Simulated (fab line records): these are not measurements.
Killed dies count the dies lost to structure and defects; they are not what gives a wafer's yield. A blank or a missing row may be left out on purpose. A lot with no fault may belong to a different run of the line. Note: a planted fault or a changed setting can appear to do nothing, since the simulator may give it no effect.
Matching of chambers + flow n5Finfet + 3 sister chambers for N5_HKMG_FIN_CVD_62 on thermalCvdSi-02
The step deposits a-Si from Si2H6, target thk 3 nm, time 20.8 s. 22 wafers are shown with their chamber, then 11 later ones without.

EACH WAFER AND ITS CHAMBER
| wafer  | chamber | heaterPowerW (W) | heaterPowerOuterW (W) |
|--------|---------|------------------|-----------------------|
| L074.3 | 0       | 1403             | 954                   |
| L074.4 | 0       | 1385             | 953                   |
| L074.6 | 1       | 1568             | 1041                  |
| L076.1 | 1       | 1570             | 1006                  |
| L076.4 | 0       | 1392             | 937                   |
| L076.6 | 1       | 1547             | 1026                  |
| L078.2 | 1       | 1576             | 1035                  |
| L078.4 | 0       | 1416             | 932                   |
| L078.6 | 2       | 1404             | 1018                  |
| L080.2 | 2       | 1379             | 994                   |
| L080.3 | 1       | 1535             | 1011                  |
| L080.5 | 1       | 1538             | 1010                  |
| L082.2 | 2       | 1396             | 991                   |
| L082.5 | 1       | 1594             | 1016                  |
| L082.6 | 0       | 1446             | 928                   |
| L084.2 | 0       | 1422             | 954                   |
| L084.4 | 0       | 1424             | 928                   |
| L084.5 | 1       | 1576             | 1014                  |
| L086.3 | 1       | 1580             | 1029                  |
| L086.4 | 0       | 1423             | 941                   |
| L086.5 | 2       | 1380             | 973                   |
| L088.3 | 1       | 1591             | 992                   |

SIGNATURES (means of the wafers above)
| reading           | chamber 0 | chamber 1 | chamber 2 | scatter within a chamber |
|-------------------|-----------|-----------|-----------|--------------------------|
| heaterPowerW      | 1413.88   | 1567.50   | 1389.75   | 19.3                     |
| heaterPowerOuterW | 940.88    | 1018.00   | 994.00    | 14.3                     |
Rule: for a wafer and a chamber, the distance is found by dividing, reading by reading, the gap between the wafer's reading and the chamber's mean by the reading's scatter, squaring, summing and taking the root. If the next closest chamber is less than 2 further off than the closest, the wafer can't be placed; otherwise it belongs to the closest. The scatter is the square root of a quotient: the sum, over the shown wafers, of each reading's squared deviation from its chamber's mean, divided by wafers minus chambers.

WAFERS WHOSE CHAMBER IS MISSING
| wafer  | heaterPowerW (W) | heaterPowerOuterW (W) |
|--------|------------------|-----------------------|
| L088.5 | 1575             | 999                   |
| L088.6 | 1400             | 957                   |
| L090.2 | 1419             | 946                   |
| L090.4 | 1370             | 1000                  |
| L090.5 | 1420             | 956                   |
| L094.2 | 1429             | 931                   |
| L094.3 | 1576             | 1049                  |
| L094.4 | 1410             | 939                   |
| L096.2 | 1397             | 1014                  |
| L096.3 | 1635             | 1001                  |
| L096.4 | 1396             | 988                   |

THE CHAMBER EACH PASSED THROUGH
| wafer  | from the rows above     | in truth |
|--------|-------------------------|----------|
| L088.5 | 1                       | 1        |
| L088.6 | can't be placed: 0 or 2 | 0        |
| L090.2 | 0                       | 0        |
| L090.4 | 2                       | 2        |
| L090.5 | can't be placed: 0 or 2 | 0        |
| L094.2 | 0                       | 0        |
| L094.3 | 1                       | 1        |
| L094.4 | 0                       | 0        |
| L096.2 | 2                       | 2        |
| L096.3 | 1                       | 1        |
| L096.4 | 2                       | 2        |
Correctly placed: 9 of 11. These rows do not allow placing 2 (true chamber among the candidates in 2). 0 placed wrongly.
